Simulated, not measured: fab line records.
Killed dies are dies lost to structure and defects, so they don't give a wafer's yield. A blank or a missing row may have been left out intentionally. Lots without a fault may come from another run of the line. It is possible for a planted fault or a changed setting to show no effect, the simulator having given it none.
Which of the tools did it? | flow n5_finfet | 72 wafers from 24 lots sampled at 3 of the route's 1938 steps

## WHAT THE GAUGES SHOWED, per wafer
N5_GATE_CUT_OVL_MEAS_14.
lot  | measured     | on         | GATE_CUT_OVL (nm)
L074 | day 4 17:23  | overlay-01 | 0.2 -1.3 -0.2
L075 | day 4 19:11  | overlay-01 | 0.6 -0.1 0.4
L076 | day 5 01:32  | overlay-01 | 0.5 -0.1 -0.3
L077 | day 5 05:01  | overlay-02 | -0.1 -0.6 0.2
L078 | day 5 12:05  | overlay-02 | -0.9 -0.7 0.0
L079 | day 5 18:59  | overlay-01 | 0.9 0.1 -0.1
L080 | day 5 23:58  | overlay-02 | -1.3 -0.7 -0.6
L081 | day 6 07:38  | overlay-01 | -0.6 0.2 -0.7
L082 | day 6 13:49  | overlay-01 | -1.3 -1.5 -0.6
L083 | day 6 18:16  | overlay-01 | -0.7 -0.5 -1.1
L084 | day 7 01:11  | overlay-02 | 0.5 0.1 -0.2
L085 | day 7 05:16  | overlay-02 | -0.1 1.1 -0.8
L086 | day 7 16:44  | overlay-01 | 0.0 0.2 -0.2
L087 | day 7 18:20  | overlay-01 | -0.5 -0.7 0.0
L088 | day 8 03:17  | overlay-01 | -0.6 -0.8 -1.1
L089 | day 8 05:06  | overlay-02 | 0.3 1.6 0.3
L090 | day 8 10:19  | overlay-01 | -0.4 0.3 0.1
L091 | day 8 17:39  | overlay-02 | -0.7 -0.9 0.4
L092 | day 9 03:24  | overlay-01 | 0.4 -1.0 0.2
L093 | day 9 09:14  | overlay-02 | 0.4 0.7 1.6
L094 | day 9 14:02  | overlay-01 | -0.8 0.0 0.4
L095 | day 9 17:10  | overlay-02 | 0.6 0.4 0.5
L096 | day 10 04:46 | overlay-01 | -0.7 0.1 -1.3
L097 | day 10 04:57 | overlay-01 | 0.5 0.5 -0.1

## TOOL THAT RAN EACH LOT (tool first, then ch and the chambers of the sampled wafers, then the start)
lot  | N5_HKMG_FIN_ALD_72            | N5_GATE_CUT_STRIP_59
L074 | cvd_w-01 ch 0,1, day 4 12:34  | rie_diel-02 ch 0,2,3, day 4 13:52
L075 | cvd_w-02 ch 0, day 4 14:18    | rie_diel-01 ch 1,2, day 4 15:53
L076 | cvd_w-01 ch 0,1, day 4 20:31  | rie_diel-01 ch 0,1, day 4 21:49
L077 | cvd_w-02 ch 0,1, day 5 00:24  | rie_diel-03 ch 0,2, day 5 01:42
L078 | cvd_w-02 ch 0,1, day 5 07:28  | rie_diel-01 ch 1,2,3, day 5 08:47
L079 | cvd_w-02 ch 0,1, day 5 14:19  | rie_diel-01 ch 0,3, day 5 15:38
L080 | cvd_w-01 ch 0,1, day 5 19:26  | rie_diel-02 ch 0,1, day 5 20:44
L081 | cvd_w-01 ch 0,1, day 6 03:01  | rie_diel-03 ch 0,2,3, day 6 04:18
L082 | cvd_w-01 ch 1, day 6 07:03    | rie_diel-01 ch 2,3, day 6 08:34
L083 | cvd_w-01 ch 0,1, day 6 13:38  | rie_diel-03 ch 0,3, day 6 15:02
L084 | cvd_w-01 ch 0,1, day 6 20:19  | rie_diel-03 ch 0,1,2, day 6 21:52
L085 | cvd_w-01 ch 0,1, day 7 00:38  | rie_diel-03 ch 0,2,3, day 7 01:56
L086 | cvd_w-02 ch 0,1, day 7 12:04  | rie_diel-03 ch 0,1,2, day 7 13:24
L087 | cvd_w-01 ch 0,1, day 7 13:43  | rie_diel-03 ch 1,2,3, day 7 15:02
L088 | cvd_w-02 ch 0,1, day 7 22:43  | rie_diel-02 ch 1,2, day 8 00:06
L089 | cvd_w-02 ch 0,1, day 8 00:31  | rie_diel-01 ch 0,3, day 8 01:49
L090 | cvd_w-01 ch 0,1, day 8 05:37  | rie_diel-02 ch 0,1,3, day 8 06:56
L091 | cvd_w-02 ch 0,1, day 8 12:45  | rie_diel-03 ch 1,2,3, day 8 14:04
L092 | cvd_w-01 ch 1, day 8 22:48    | rie_diel-01 ch 0,1,2, day 9 00:11
L093 | cvd_w-01 ch 1, day 9 04:35    | rie_diel-01 ch 1,2,3, day 9 06:02
L094 | cvd_w-02 ch 0,1, day 9 09:17  | rie_diel-02 ch 1,2,3, day 9 10:35
L095 | cvd_w-02 ch 0,1, day 9 12:23  | rie_diel-02 ch 2,3, day 9 13:49
L096 | cvd_w-02 ch 1, day 10 00:09   | rie_diel-02 ch 0,2, day 10 01:28
L097 | cvd_w-01 ch 0,1, day 10 00:18 | rie_diel-02 ch 0,3, day 10 01:37
- N5_HKMG_FIN_ALD_72: deposits W, target thk 2 nm, pulse time 1 s, purge time 2 s.
- N5_GATE_CUT_STRIP_59: strips in N2/H2, time 20 s.

## WHAT THE TOOLS THEMSELVES READ (means of the sampled wafers that have a number; where no wafer has one, the mark that the record gives instead)
N5_HKMG_FIN_ALD_72.
lot  | tool     | heater_power_w (W) | precursor_pulse_height_rel
L074 | cvd_w-01 | 492                | 0.974
L075 | cvd_w-02 | 541                | 0.984
L076 | cvd_w-01 | 548                | 1.012
L077 | cvd_w-02 | 521                | 0.989
L078 | cvd_w-02 | 483                | 0.976
L079 | cvd_w-02 | 518                | 1.005
L080 | cvd_w-01 | 557                | 1.011
L081 | cvd_w-01 | 546                | 0.990
L082 | cvd_w-01 | 431                | 1.001
L083 | cvd_w-01 | 492                | 0.982
L084 | cvd_w-01 | 550                | 0.989
L085 | cvd_w-01 | 488                | 1.014
L086 | cvd_w-02 | 485                | 1.005
L087 | cvd_w-01 | 499                | 1.021
L088 | cvd_w-02 | 521                | 0.997
L089 | cvd_w-02 | 495                | 0.995
L090 | cvd_w-01 | 502                | 1.007
L091 | cvd_w-02 | 518                | 1.003
L092 | cvd_w-01 | 429                | 1.001
L093 | cvd_w-01 | 428                | 1.008
L094 | cvd_w-02 | 490                | 1.023
L095 | cvd_w-02 | 514                | 1.012
L096 | cvd_w-02 | 472                | 0.997
L097 | cvd_w-01 | 495                | 0.995

N5_GATE_CUT_STRIP_59.
lot  | tool        | drypump_motor_current_A (A) | oes_product_au (a.u.) | rf_vpp_V (V) | showerhead_plenum_p_Torr (Torr) | throttle_valve_pct (%)
L074 | rie_diel-02 | 5.4                         | 0.78                  | 45.7         | 3.43                            | 12.12
L075 | rie_diel-01 | 5.2                         | 0.85                  | 45.3         | 3.33                            | 11.86
L076 | rie_diel-01 | 5.7                         | 0.83                  | 45.7         | 3.47                            | 12.06
L077 | rie_diel-03 | 6.2                         | 0.86                  | 45.0         | 3.52                            | 12.01
L078 | rie_diel-01 | 5.4                         | 0.86                  | 46.3         | 3.38                            | 11.91
L079 | rie_diel-01 | 5.7                         | 0.89                  | 45.3         | 3.53                            | 12.00
L080 | rie_diel-02 | 5.9                         | 0.73                  | 45.5         | 3.40                            | 12.40
L081 | rie_diel-03 | 6.0                         | 0.96                  | 45.9         | 3.46                            | 11.81
L082 | rie_diel-01 | 5.1                         | 0.87                  | 44.5         | 3.34                            | 11.84
L083 | rie_diel-03 | 5.7                         | 0.95                  | 45.2         | 3.41                            | 11.82
L084 | rie_diel-03 | 6.2                         | 0.87                  | 45.9         | 3.47                            | 11.94
L085 | rie_diel-03 | 6.0                         | 0.93                  | 45.6         | 3.45                            | 11.84
L086 | rie_diel-03 | 6.2                         | 0.86                  | 45.7         | 3.47                            | 11.95
L087 | rie_diel-03 | 6.3                         | 0.85                  | 46.5         | 3.51                            | 12.08
L088 | rie_diel-02 | 5.6                         | 0.73                  | 45.8         | 3.31                            | 12.48
L089 | rie_diel-01 | 5.7                         | 0.86                  | 46.1         | 3.52                            | 12.05
L090 | rie_diel-02 | 5.6                         | 0.71                  | 45.6         | 3.44                            | 12.36
L091 | rie_diel-03 | 6.3                         | 0.84                  | 44.9         | 3.51                            | 12.09
L092 | rie_diel-01 | 5.5                         | 0.82                  | 45.7         | 3.41                            | 12.04
L093 | rie_diel-01 | 5.3                         | 0.83                  | 45.1         | 3.37                            | 11.98
L094 | rie_diel-02 | 5.3                         | 0.73                  | 45.3         | 3.35                            | 12.42
L095 | rie_diel-02 | 5.0                         | 0.73                  | 45.0         | 3.40                            | 12.33
L096 | rie_diel-02 | 5.4                         | 0.78                  | 44.7         | 3.35                            | 12.12
L097 | rie_diel-02 | 5.3                         | 0.71                  | 46.7         | 3.47                            | 12.31

## THE ANSWER, worked out from the rows above alone
Rule: what is usual is taken from the lots themselves. Put in order of their means at a reading, lots are off if they are a third of the lots or fewer, leave a main group of 4 or more, and stand apart from it by a gap of 3 or more times the standard deviation of the main group's means; of several such gaps the widest counts. Not used: any main group whose means are identical at the precision the tables above print for the reading. Also off: a lot with no number at a reading for which 4 or more lots have one. All remaining lots with rows at the step are treated as sound. Order of review: gauges by route order, followed by the tools' own readings, for which a lot's mean as printed above is used. At the first step where some lot is off, the reading lying furthest off is the one used; lots without a number count as furthest.
Nothing can be told from this: no lot is off at any reading shown.

## WHAT THE SIMULATOR PUT IN
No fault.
